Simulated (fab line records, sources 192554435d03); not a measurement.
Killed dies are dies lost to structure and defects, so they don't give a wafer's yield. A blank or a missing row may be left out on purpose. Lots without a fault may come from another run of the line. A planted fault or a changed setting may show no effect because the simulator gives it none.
Chamber matching | flow n5_finfet | N5_ILD0_CMP_12 on cmp-04: 4 sister chambers
The step polishes SiNx, stops on poly-Si, t overpolish 6 s, target thk 17.67 nm. 8 wafers are shown with their chamber, then 7 later ones without.

WAFERS WITH THEIR CHAMBER
wafer  | chamber | motor_current_A (A) | time_to_endpoint_s (s)
L081.5 | 0       | 8.6                 | 23.7
L083.4 | 0       | 9.0                 | 23.3
L089.3 | 1       | 9.1                 | 28.3
L089.5 | 3       | 12.6                | 29.4
L091.1 | 1       | 9.1                 | 30.5
L091.6 | 3       | 12.0                | 29.9
L092.4 | 2       | 7.9                 | 30.1
L092.5 | 2       | 8.2                 | 29.9

WAFERS WITHOUT THEIR CHAMBER
wafer  | motor_current_A (A) | time_to_endpoint_s (s)
L092.6 | 9.5                 | 29.7
L095.1 | 9.0                 | 29.8
L095.4 | 12.0                | 28.3
L095.5 | 12.2                | 26.8
L097.4 | 11.7                | 26.6
L097.5 | 8.4                 | 27.2
L097.6 | 8.9                 | 26.1

WHICH CHAMBER EACH WENT THROUGH
wafer  | from the rows above          | in truth
L092.6 | 1                            | 1
L095.1 | 1                            | 1
L095.4 | 3                            | 3
L095.5 | 3                            | 3
L097.4 | 3                            | 3
L097.5 | can't be placed: 2 or 1 or 0 | 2
L097.6 | can't be placed: 0 or 1      | 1
Placed correctly: 5 of 7. Can't be placed from these rows: 2 (the true chamber is among the candidates in 2). Placed wrongly: 0.
How it was worked out, from the rows above alone: a wafer's distance from a chamber is the root of the sum, over the readings, of the square of ((its reading less the chamber's mean) divided by the reading's scatter). The wafer belongs to the nearest chamber; if the next one is less than 2 further off, it can't be placed. A chamber's mean is the mean of its shown wafers. The scatter: the root of (the sum of the squares of (reading less its chamber's mean) over the shown wafers, divided by (wafers less chambers)).
